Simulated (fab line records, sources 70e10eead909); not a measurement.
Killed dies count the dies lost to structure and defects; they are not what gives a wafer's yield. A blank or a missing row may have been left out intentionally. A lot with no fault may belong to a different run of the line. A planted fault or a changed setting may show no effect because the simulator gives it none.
fab line records	flow nandHarc
record lots=12	wafers=36	lastDay=24
route steps=1159 shown A_CONTACT@882 END@1159
lots that met no fault: taken from a fault-free run of the same line
startH: start of the lot's first displayed wafer, in hours after the record's first day	waitH: hours since the lot's step before	" as in the row above	L1.1+2: several wafers, shown together as one row	- value missing, or start not given	* or withheld: withheld	< > ~ a bound
route shown NAME@n: a module of which the file shows steps, and the number in the route of the first	usual: average and standard deviation across the fault-free wafers	same: alike in all rows	chamber/n: place in a boat	sites: the reading at each site	_std_site: standard deviation of those values	_edge_site: mean of outer sites minus mean of inner sites	radiusMm: how far each site lies from the wafer's centre	mask NAME#n: copy n	behind: the most recent tool/chamber to have shaped the wafer	hold: why the lot went on hold/how many hours it stayed there/how the hold came to an end	device: the transistor (n, p or np) that didn't switch	end of line: at the end of the route, the tests of the same wafers	for a step that has no rows: nothing shown but its recipe	killed: dies that structure and defects cost at the first sort, which is not the same as the wafer's yield	map: a wafer's dies, x killed, . not, _ none there
set.NAME: the setting that was run; set.NAME@STEP: the one run at that earlier step	model.NAME: the simulator's own value behind a step, which no gauge read
one table for each step of the route and one row for each wafer, over a sample of lots
services: from which hour (startH, from the record's first day; less than 0 if before it) a tool's chamber was out of use, for how many hours, and why
## steps
# step NHARC_A_CONTACT_STRIP_55
# recipe o2FlowSccm=500	arFlowSccm=0	biasW=0	chemistry=O2
# usual drypumpMotorCurrentA=5.74/0.23	oesProductAu=0.999/0.0067	rfVppV=57.9/0.88	showerheadPlenumPTorr=3.56/0.13	throttleValvePct=17.038/0.0099
lot.wafer	tool	chamber	startH	waitH	drypumpMotorCurrentA	oesProductAu	rfHoursCounterH	rfVppV	showerheadPlenumPTorr	throttleValvePct
L838.1	rieDiel-07	0	-	-	5.70	0.989	52	57.4	3.64	17.031
L838.2	"	2	"	"	5.64	1.001	52	58.2	3.61	17.022
L838.5	"	3	"	"	5.52	1.002	-	58.0	3.52	17.036
L839.1	rieDiel-07	0	-	-	5.71	1.001	53	58.4	3.64	17.050
L839.4	"	1	"	"	5.58	1.007	51	56.3	3.54	17.037
L839.6	"	2	"	"	5.63	0.999	-	57.8	3.61	17.040
L840.1	rieDiel-01	2	-	-	5.70	0.995	10	58.4	3.68	17.035
L840.2	"	3	"	"	5.65	1.002	10	56.5	3.27	17.034
L840.6	"	0	"	"	6.17	0.998	-	58.7	3.59	17.044
L837.1	rieDiel-01	2	-	-	5.72	0.989	11	58.0	3.68	17.049
L837.4	"	0	"	"	6.16	1.006	12	57.8	3.59	17.040
L837.6	"	2	"	"	5.71	0.990	-	58.5	3.68	17.034
L841.2	rieDiel-07	2	-	-	5.62	0.996	57	57.2	3.60	17.052
L841.1	"	0	"	"	5.71	1.006	57	57.0	3.63	17.038
L841.3	"	1	"	"	5.63	1.012	55	57.0	3.54	17.042
L842.2	rieDiel-07	2	-	-	5.62	0.999	59	58.0	3.60	17.050
L842.4	"	0	"	"	5.70	1.000	59	58.9	3.63	17.050
L842.6	"	2	"	"	5.62	0.990	-	55.7	3.60	17.026
L846.3	rieDiel-07	2	-	-	5.63	0.992	3	57.9	3.60	17.032
L846.1	"	3	"	"	5.48	1.000	3	59.4	3.51	17.046
L846.5	"	2	"	"	5.60	1.003	-	58.9	3.60	17.052
L854.1	rieDiel-01	2	-	-	5.70	1.000	28	59.5	3.67	17.048
L854.2	"	3	"	"	5.71	0.990	27	56.9	3.27	17.048
L854.3	"	1	"	"	5.87	1.003	29	56.4	3.66	17.040
L855.4	rieDiel-07	3	-	-	5.44	1.000	26	56.8	3.50	17.050
L855.1	"	1	"	"	5.62	0.998	24	56.7	3.52	17.046
L855.5	"	3	"	"	5.45	1.002	-	57.1	3.50	17.033
L858.1	rieDiel-07	3	-	-	5.48	0.985	33	57.8	3.49	17.038
L858.2	"	1	"	"	5.62	0.991	30	57.5	3.51	17.036
L858.3	"	2	"	"	5.64	0.992	31	59.4	3.58	17.042
L856.4	rieDiel-01	0	-	-	6.20	1.001	0	57.6	3.58	17.034
L856.2	"	3	"	"	5.71	0.999	0	59.2	3.81	17.037
L856.6	"	1	"	"	5.88	0.999	-	57.8	3.66	17.028
L860.1	rieDiel-01	3	-	-	5.67	0.989	2	59.0	3.81	17.023
L860.4	"	0	"	"	6.19	0.997	2	59.3	3.58	17.045
L860.5	"	3	"	"	5.66	0.994	-	59.0	3.81	17.039
# step NHARC_A_CONTACT_ETCH_75
# recipe targetDepthA=390	overEtchFrac=0.3	timeS=65	ionEnergyEv=80	cf4FlowSccm=150	arFlowSccm=0	rfW=300	biasW=100	chemistry=CF4
# usual drypumpMotorCurrentA=5.76/0.24	oesProductAu=1.001/0.0079	rfVppV=151.5/1.3	showerheadPlenumPTorr=1.78/0.074	throttleValvePct=13.284/0.0079
lot.wafer	tool	chamber	startH	waitH	drypumpMotorCurrentA	oesProductAu	rfHoursCounterH	rfVppV	showerheadPlenumPTorr	throttleValvePct
L838.1	rieDiel-02	3	379.57	0.1	6.08	0.993	14	152.2	1.81	13.272
L838.2	"	2	"	"	5.17	1.004	15	152.9	1.89	13.294
L838.5	"	0	"	"	5.86	0.991	-	149.7	1.70	13.291
L839.4	rieDiel-01	1	384.00	0.1	5.89	0.994	11	151.5	1.84	13.294
L839.1	"	0	"	"	6.18	1.005	10	151.3	1.80	13.280
L839.6	"	2	"	"	5.71	0.985	-	152.9	1.84	13.290
L840.1	rieDiel-01	3	385.95	0.1	5.65	1.008	11	150.5	1.64	13.273
L840.2	"	2	"	"	5.69	1.001	11	153.3	1.84	13.283
L840.6	"	3	"	"	5.67	0.997	-	151.3	1.64	13.278
L837.1	rieDiel-07	3	389.77	0.1	5.47	0.997	61	150.6	1.76	13.281
L837.4	"	1	"	"	5.58	0.998	56	151.8	1.77	13.284
L837.6	"	0	"	"	5.68	1.016	-	151.4	1.82	13.298
L841.2	rieDiel-01	2	392.75	0.1	5.68	0.988	14	153.4	1.84	13.291
L841.3	"	3	"	"	5.69	1.007	13	150.7	1.64	13.299
L841.1	"	1	"	"	5.93	0.992	14	152.1	1.84	13.285
L842.4	rieDiel-01	0	397.80	0.1	6.17	0.997	15	151.5	1.80	13.284
L842.2	"	1	"	"	5.92	1.003	16	151.6	1.84	13.277
L842.6	"	1	"	"	5.89	1.000	-	152.0	1.84	13.282
L846.1	rieDiel-01	0	430.18	0.1	6.17	0.821	22	151.9	1.80	13.285
L846.3	"	1	"	"	5.89	1.012	23	152.0	1.84	13.290
L846.5	"	0	"	"	6.16	0.806	-	153.4	1.80	13.296
L854.3	rieDiel-07	2	467.07	0.1	5.63	0.998	19	150.9	1.80	13.279
L854.1	"	3	"	"	5.44	1.009	20	151.5	1.76	13.286
L854.2	"	0	"	"	5.68	1.020	19	152.6	1.81	13.267
L855.1	rieDiel-01	2	483.59	0.1	5.67	0.991	31	151.9	1.84	13.276
L855.4	"	0	"	"	6.16	1.001	32	151.7	1.79	13.293
L855.5	"	2	"	"	5.69	0.989	-	151.0	1.84	13.287
L858.2	rieDiel-07	0	503.62	0.1	5.70	1.003	33	150.6	1.81	13.291
L858.1	"	1	"	"	5.64	1.008	32	150.5	1.76	13.278
L858.3	"	2	"	"	5.63	0.994	33	151.9	1.80	13.274
L856.2	rieDiel-01	0	505.04	0.1	6.16	1.017	0	150.6	1.79	13.293
L856.4	"	3	"	"	5.66	0.998	0	153.2	1.91	13.279
L856.6	"	0	"	"	6.16	1.008	-	152.4	1.79	13.284
L860.4	rieDiel-01	3	513.35	0.1	5.67	1.000	3	153.5	1.91	13.277
L860.1	"	1	"	"	5.92	0.991	4	152.8	1.83	13.287
L860.5	"	3	"	"	5.66	1.001	-	153.5	1.91	13.296
# step NHARC_A_CONTACT_ETCH_76
# recipe targetDepthA=2600	overEtchFrac=0.3	timeS=475.3	ionEnergyEv=200	n2FlowSccm=150	h2FlowSccm=150	arFlowSccm=0	rfW=400	biasW=150	chemistry=N2/H2
# usual drypumpMotorCurrentA=5.80/0.25	h2FlowSccm=150.0/0.43	oesProductAu=1.001/0.0074	rfVppV=431.1/2.5	showerheadPlenumPTorr=2.06/0.092	throttleValvePct=14.172/0.0098
lot.wafer	tool	chamber	startH	waitH	drypumpMotorCurrentA	h2FlowSccm	oesProductAu	rfHoursCounterH	rfVppV	showerheadPlenumPTorr	throttleValvePct
L838.1	rieDiel-02	2	-	-	5.16	150.0	0.999	15	434.4	2.19	14.159
L838.2	"	1	"	"	5.53	150.0	0.997	14	428.0	1.92	14.161
L838.5	"	3	"	"	6.12	149.6	0.998	-	431.6	2.09	14.180
L839.4	rieDiel-01	0	-	-	6.16	150.2	0.997	11	430.7	2.08	14.188
L839.1	"	1	"	"	5.95	150.6	1.010	11	432.5	2.13	14.156
L839.6	"	0	"	"	6.17	151.2	0.997	-	431.6	2.08	14.171
L840.2	rieDiel-01	1	-	-	5.84	150.4	0.997	12	432.4	2.13	14.163
L840.1	"	2	"	"	5.68	149.7	0.991	11	433.3	2.14	14.170
L840.6	"	1	"	"	5.85	150.2	1.003	-	432.6	2.13	14.165
L837.1	rieDiel-07	2	-	-	5.65	150.1	1.002	58	431.5	2.09	14.176
L837.4	"	3	"	"	5.46	149.9	0.999	61	429.9	2.03	14.178
L837.6	"	1	"	"	5.63	149.1	1.003	-	432.4	2.04	14.178
L841.3	rieDiel-01	2	-	-	5.70	150.3	0.990	14	432.8	2.14	14.164
L841.2	"	0	"	"	6.17	150.9	1.005	14	432.3	2.08	14.186
L841.1	"	1	"	"	5.89	150.3	1.004	14	432.1	2.13	14.148
L842.4	rieDiel-01	3	-	-	5.68	150.8	1.007	14	425.9	1.88	14.164
L842.2	"	2	"	"	5.70	150.7	0.996	15	432.5	2.13	14.181
L842.6	"	0	"	"	6.20	149.8	0.996	-	431.2	2.08	14.162
L846.3	rieDiel-01	0	-	-	6.18	150.2	1.008	22	432.2	2.08	14.161
L846.1	"	3	"	"	5.66	150.3	1.003	21	424.9	1.87	14.181
L846.5	"	1	"	"	5.89	149.9	1.000	-	433.1	2.13	14.159
L854.2	rieDiel-07	1	-	-	5.59	149.5	0.993	18	430.6	2.04	14.176
L854.3	"	2	"	"	5.60	149.6	0.994	19	432.1	2.08	14.175
L854.1	"	3	"	"	5.43	150.4	0.998	20	429.9	2.02	14.164
L855.1	rieDiel-01	0	-	-	6.16	149.8	1.006	32	432.2	2.07	14.167
L855.4	"	2	"	"	5.70	149.7	0.983	31	434.3	2.13	14.161
L855.5	"	1	"	"	5.90	149.9	0.998	-	432.5	2.12	14.183
L858.1	rieDiel-07	1	-	-	5.64	149.5	1.000	32	430.2	2.03	14.176
L858.3	"	2	"	"	5.61	149.8	0.995	33	430.9	2.07	14.184
L858.2	"	3	"	"	5.43	150.1	0.994	35	430.3	2.02	14.170
L856.2	rieDiel-01	0	-	-	6.16	149.2	0.999	0	431.9	2.07	14.181
L856.4	"	1	"	"	5.84	150.3	1.004	0	433.5	2.12	14.184
L856.6	"	2	"	"	5.72	150.0	1.000	-	432.6	2.13	14.178
L860.1	rieDiel-01	0	-	-	6.16	150.3	1.004	4	432.0	2.07	14.169
L860.4	"	2	"	"	5.71	149.7	1.002	4	432.5	2.13	14.170
L860.5	"	1	"	"	5.89	149.8	1.005	-	432.8	2.12	14.171
# step NHARC_A_CONTACT_ETCH_125
# recipe sourceW=withheld	pressureMtorr=20	biasV=1200	timeS=155	targetDepthA=9560	arFlowSccm=withheld	c4f8FlowSccm=withheld	o2FlowSccm=withheld	chemistry=C4F8/O2/Ar
# usual oesAirLineAu=1.005/0.019
lot.wafer	tool	chamber	startH	waitH	oesAirLineAu	rfHoursCounterH
L838.2	harCapEtch-02	1	380.93	0.2	1.020	9
L838.1	"	0	"	"	0.990	9
L838.5	"	0	"	"	1.001	-
L839.1	harCapEtch-03	0	385.52	0.2	0.981	82
L839.4	"	1	"	"	1.027	-
L839.6	"	1	"	"	0.992	-
L840.2	harCapEtch-01	1	387.28	0.2	1.036	60
L840.1	"	0	"	"	0.977	60
L840.6	"	0	"	"	0.982	-
L837.1	harCapEtch-01	0	391.08	0.2	0.992	61
L837.4	"	0	"	"	1.005	-
L837.6	"	1	"	"	0.981	-
L841.1	harCapEtch-02	0	394.12	0.2	1.029	13
L841.2	"	1	"	"	1.028	13
L841.3	"	1	"	"	1.015	-
L842.2	harCapEtch-03	1	399.06	0.2	0.993	86
L842.4	"	1	"	"	0.985	-
L842.6	"	1	"	"	0.984	-
L846.1	harCapEtch-03	0	431.45	0.2	0.993	92
L846.3	"	0	"	"	0.989	-
L846.5	"	1	"	"	1.005	-
L854.2	harCapEtch-03	0	468.30	0.2	0.993	99
L854.1	"	1	"	"	1.016	99
L854.3	"	1	"	"	1.025	-
L855.1	harCapEtch-01	1	484.87	0.2	1.006	77
L855.4	"	0	"	"	0.997	-
L855.5	"	0	"	"	1.005	-
L858.1	harCapEtch-01	1	504.87	0.2	0.985	81
L858.2	"	0	"	"	1.012	81
L858.3	"	1	"	"	0.997	-
L856.2	harCapEtch-03	0	506.43	0.2	1.030	104
L856.4	"	0	"	"	1.000	-
L856.6	"	1	"	"	1.016	-
L860.1	harCapEtch-01	0	514.75	0.2	1.000	84
L860.4	"	0	"	"	0.998	-
L860.5	"	1	"	"	1.025	-
# step NHARC_END_SORT_01
# recipe tempC=25
# usual killedAtArray=26/9.6	killedAtOther=0.7/0.92	killedAtPeriphery=3.8/2.7	killedDies=31/10	killedOpen=3.3/1.7	killedShort=1.8/1.3
# same grossDies=677
lot.wafer	tool	chamber	startH	waitH	killedAtArray	killedAtOther	killedAtPeriphery	killedDies	killedOpen	killedShort
L846.1	prober-02	0	493.93	2.5	652	0	4	656	1	3
L846.3	prober-02	0	495.50	3.0	18	1	7	26	2	3
L846.5	prober-02	0	497.06	3.6	658	0	8	666	2	1
# killed by level:class
L846.1 A_CONTACT:areaEtch=633 A_SLIT:chamberFilmFlake=8 A_CONTACT:chamberFilmFlake=3 P_GATE:chamberFilmFlake=2 A_ZERO_WELL:chamberFilmFlake=2 A_SGD_CUT:chamberFilmFlake=2 P_M0:geometricParticle:open=1 A_SOURCE_PLATE:geometricParticle:short=1
L846.3 A_ZERO_WELL:chamberFilmFlake=4 A_SLIT:chamberFilmFlake=4 A_CHANNEL_HOLE_D1:chamberFilmFlake=3 P_GATE:chamberFilmFlake=2 A_SGD_CUT:chamberFilmFlake=2 P_ZERO_WELL:geometricParticle:open=1 P_M2:geometricParticle:open=1 A_ONON_D1:geometricParticle:short=1
L846.5 A_CONTACT:areaEtch=645 A_CHANNEL_HOLE_D1:chamberFilmFlake=5 A_CONTACT:chamberFilmFlake=5 P_GATE:chamberFilmFlake=4 A_SLIT:chamberFilmFlake=2 P_STI:geometricParticle:short=1 P_BONDPAD:geometricParticle:open=1 A_CONTACT:geometricParticle:open=1
## services
tool	chamber	startH	hours	kind
rieDiel-01	0	372.81	-	clean
rieDiel-01	1	372.81	-	clean
rieDiel-01	2	372.81	-	clean
rieDiel-01	3	372.81	-	clean
rieDiel-07	0	379.37	1.6	repair
rieDiel-01	0	397.31	-	clean
rieDiel-01	1	397.31	-	clean
rieDiel-01	2	397.31	-	clean
rieDiel-01	3	397.31	-	clean
rieDiel-07	-	405.36	9.0	pm
harCapEtch-03	-	408.22	0.1	repair
rieDiel-02	1	414.90	1.6	repair
rieDiel-01	0	421.89	-	clean
rieDiel-01	1	421.89	-	clean
rieDiel-01	2	421.89	-	clean
rieDiel-01	3	421.89	-	clean
rieDiel-01	0	446.39	-	clean
rieDiel-01	1	446.39	-	clean
rieDiel-01	2	446.39	-	clean
rieDiel-01	3	446.39	-	clean
rieDiel-01	0	470.91	-	clean
rieDiel-01	1	470.91	-	clean
rieDiel-01	-	491.81	9.0	pm
rieDiel-02	-	505.80	9.0	pm
## key
firstSign step=NHARC_A_CONTACT_ETCH_75	reading=oesProductAu	direction=down	sigmas=24	usual=1.001	struck=0.813
effect step=NHARC_END_SORT_01	reading=killedAtArray	direction=up	sigmas=65	usual=26	struck=655
moreKillsBornAt NHARC_A_CONTACT_ETCH_75@rieDiel-01=1278
metAt NHARC_A_CONTACT_ETCH_75
struckLots L846
struckWafers L846.1,L846.5
laterRowsLeftOut L846.1,L846.5
testerLeftOut L846
notActingAt NHARC_A_CONTACT_STRIP_55,NHARC_A_CONTACT_ETCH_76,NHARC_A_CONTACT_ETCH_125
onsetBetween 397.80 430.18
fault kind=processParameterDrift	tool=rieDiel-01	chamber=0	onsetH=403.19	steps=NHARC_A_CONTACT_ETCH_75	channel=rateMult	offset=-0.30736	shape=step	endH=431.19
# testerLeftOut: of these lots the tester's yield and bins aren't shown, on N5 and GAA mostly nor the transistor test; their killed dies are dies lost to structure and defects alone, not to doping, threshold or leakage, so they don't give the yield
# laterRowsLeftOut: the simulator's readings of these wafers behind a module that went badly wrong aren't trusted and aren't shown, but for the sort
